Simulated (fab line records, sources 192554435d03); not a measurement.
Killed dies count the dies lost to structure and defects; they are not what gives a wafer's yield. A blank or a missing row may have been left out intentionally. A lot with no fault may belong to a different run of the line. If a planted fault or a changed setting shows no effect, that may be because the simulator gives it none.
Chamber matching / flow n5Finfet / N5_BEOL_M10_VIA_ETCH_34 on rieDiel-01 has 4 sister chambers
The step etches SiCOH lowk in C4F6/O2, target depth 184.5 nm, time 69.2 s. 8 wafers are shown with their chamber, then 8 later ones without.

## WAFERS PAIRED WITH THEIR CHAMBERS
wafer=L078.4; chamber=1; throttleValvePct (%)=21.13; rfVppV (V)=662
wafer=L080.3; chamber=1; throttleValvePct (%)=21.14; rfVppV (V)=660
wafer=L080.5; chamber=3; throttleValvePct (%)=21.26; rfVppV (V)=655
wafer=L083.3; chamber=3; throttleValvePct (%)=21.29; rfVppV (V)=654
wafer=L083.5; chamber=0; throttleValvePct (%)=20.97; rfVppV (V)=670
wafer=L087.4; chamber=0; throttleValvePct (%)=20.97; rfVppV (V)=671
wafer=L087.6; chamber=2; throttleValvePct (%)=20.60; rfVppV (V)=680
wafer=L091.1; chamber=2; throttleValvePct (%)=20.62; rfVppV (V)=679

## WAFERS WHOSE CHAMBER IS MISSING
wafer=L091.3; throttleValvePct (%)=21.19; rfVppV (V)=661
wafer=L091.6; throttleValvePct (%)=21.19; rfVppV (V)=662
wafer=L097.1; throttleValvePct (%)=21.31; rfVppV (V)=654
wafer=L097.2; throttleValvePct (%)=21.19; rfVppV (V)=661
wafer=L097.5; throttleValvePct (%)=21.18; rfVppV (V)=660
wafer=L095.4; throttleValvePct (%)=21.29; rfVppV (V)=654
wafer=L095.5; throttleValvePct (%)=21.21; rfVppV (V)=660
wafer=L095.6; throttleValvePct (%)=20.63; rfVppV (V)=679

## CHAMBER TAKEN BY EACH
wafer=L091.3; from the rows above=1; in truth=1
wafer=L091.6; from the rows above=1; in truth=1
wafer=L097.1; from the rows above=3; in truth=3
wafer=L097.2; from the rows above=1; in truth=1
wafer=L097.5; from the rows above=1; in truth=1
wafer=L095.4; from the rows above=3; in truth=3
wafer=L095.5; from the rows above=can't be placed: 1 or 3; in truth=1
wafer=L095.6; from the rows above=2; in truth=2
Placed correctly: 7 of 8. Not placeable from these rows: 1 (in 1, the candidates include the true chamber). Placed wrongly: 0.
How it was worked out, from the rows above alone: a wafer's distance from a chamber is the root of the sum, over the readings, of the square of ((its reading less the chamber's mean) divided by the reading's scatter). The wafer belongs to the nearest chamber; if the next one is less than 2 further off, it can't be placed. For every chamber, the mean is computed from those of its wafers that are shown. The scatter: the root of (the sum of the squares of (reading less its chamber's mean) over the shown wafers, divided by (wafers less chambers)).
